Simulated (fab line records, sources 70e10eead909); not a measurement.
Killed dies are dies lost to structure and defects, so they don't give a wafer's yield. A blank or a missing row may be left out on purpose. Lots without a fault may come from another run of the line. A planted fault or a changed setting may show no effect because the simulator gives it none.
Chamber matching | flow nand_harc | NHARC_P_M0_DESCUM_14 on rie_diel-01: 4 sister chambers
The step chemistry O2, time 3 s. 8 wafers are shown with their chamber, then 12 later ones without.

WAFERS WITH THEIR CHAMBER
wafer  | chamber | showerhead_plenum_p_Torr (Torr) | drypump_motor_current_A (A)
L083.2 | 0       | 2.01                            | 6.4
L083.5 | 1       | 2.01                            | 6.3
L084.5 | 3       | 1.83                            | 6.4
L086.2 | 0       | 2.01                            | 6.3
L086.3 | 1       | 2.01                            | 6.3
L090.2 | 2       | 1.88                            | 4.9
L090.3 | 3       | 1.82                            | 6.5
L090.6 | 2       | 1.88                            | 4.8

WAFERS WITHOUT THEIR CHAMBER
wafer  | showerhead_plenum_p_Torr (Torr) | drypump_motor_current_A (A)
L090.1 | 2.01                            | 6.4
L090.4 | 2.01                            | 6.3
L090.5 | 1.82                            | 6.5
L092.1 | 2.01                            | 6.4
L092.2 | 1.82                            | 6.5
L092.4 | 1.88                            | 4.8
L095.3 | 2.01                            | 6.4
L095.5 | 2.01                            | 6.3
L095.6 | 1.88                            | 4.8
L096.1 | 2.01                            | 6.3
L096.5 | 1.82                            | 6.4
L096.6 | 2.01                            | 6.3

WHICH CHAMBER EACH WENT THROUGH
wafer  | from the rows above     | in truth
L090.1 | can't be placed: 0 or 1 | 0
L090.4 | can't be placed: 1 or 0 | 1
L090.5 | 3                       | 3
L092.1 | can't be placed: 0 or 1 | 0
L092.2 | 3                       | 3
L092.4 | 2                       | 2
L095.3 | can't be placed: 0 or 1 | 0
L095.5 | can't be placed: 1 or 0 | 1
L095.6 | 2                       | 2
L096.1 | can't be placed: 1 or 0 | 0
L096.5 | 3                       | 3
L096.6 | can't be placed: 1 or 0 | 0
Placed correctly: 5 of 12. Can't be placed from these rows: 7 (the true chamber is among the candidates in 7). Placed wrongly: 0.
How it was worked out, from the rows above alone: a wafer's distance from a chamber is the root of the sum, over the readings, of the square of ((its reading less the chamber's mean) divided by the reading's scatter). The wafer belongs to the nearest chamber; if the next one is less than 2 further off, it can't be placed. A chamber's mean is the mean of its shown wafers. The scatter: the root of (the sum of the squares of (reading less its chamber's mean) over the shown wafers, divided by (wafers less chambers)).
